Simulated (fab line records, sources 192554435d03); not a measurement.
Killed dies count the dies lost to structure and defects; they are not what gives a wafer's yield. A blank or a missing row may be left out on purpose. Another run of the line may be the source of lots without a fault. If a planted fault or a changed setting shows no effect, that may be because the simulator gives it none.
Matching of chambers	flow n5-finfet	4 sister chambers for N5_HKMG_FIN_DESCUM_17 on rie-diel-06
The step chemistry O2, time 7.9 s. 4 wafers are shown with their chamber, then 7 later ones without.

EACH WAFER AND ITS CHAMBER
wafer	chamber	showerhead-plenum-p-Torr (Torr)
L077.2	0	2.17
L080.5	2	2.10
L082.1	3	1.94
L082.5	1	2.06

WAFERS WITHOUT THEIR CHAMBER
wafer	showerhead-plenum-p-Torr (Torr)
L082.6	2.09
L088.3	1.93
L088.4	1.93
L088.5	2.09
L089.2	1.93
L089.4	2.09
L089.5	2.06

CHAMBER TAKEN BY EACH
wafer	from the rows above	in truth
L082.6	2	2
L088.3	3	3
L088.4	3	3
L088.5	2	2
L089.2	3	3
L089.4	2	2
L089.5	1	1
7 of 7 placed correctly. From these rows, 0 cannot be placed. Wrongly placed: 0.
How it was worked out, from the rows above alone: a wafer's distance from a chamber is the root of the sum, over the readings, of the square of ((its reading less the chamber's mean) divided by the reading's scatter). The wafer belongs to the nearest chamber; if the next one is less than 2 further off, it can't be placed. The mean given for a chamber averages the wafers shown for that chamber. The scatter: root of mean squared gap, hidden wafer to nearest shown wafer, with one shown wafer a chamber.
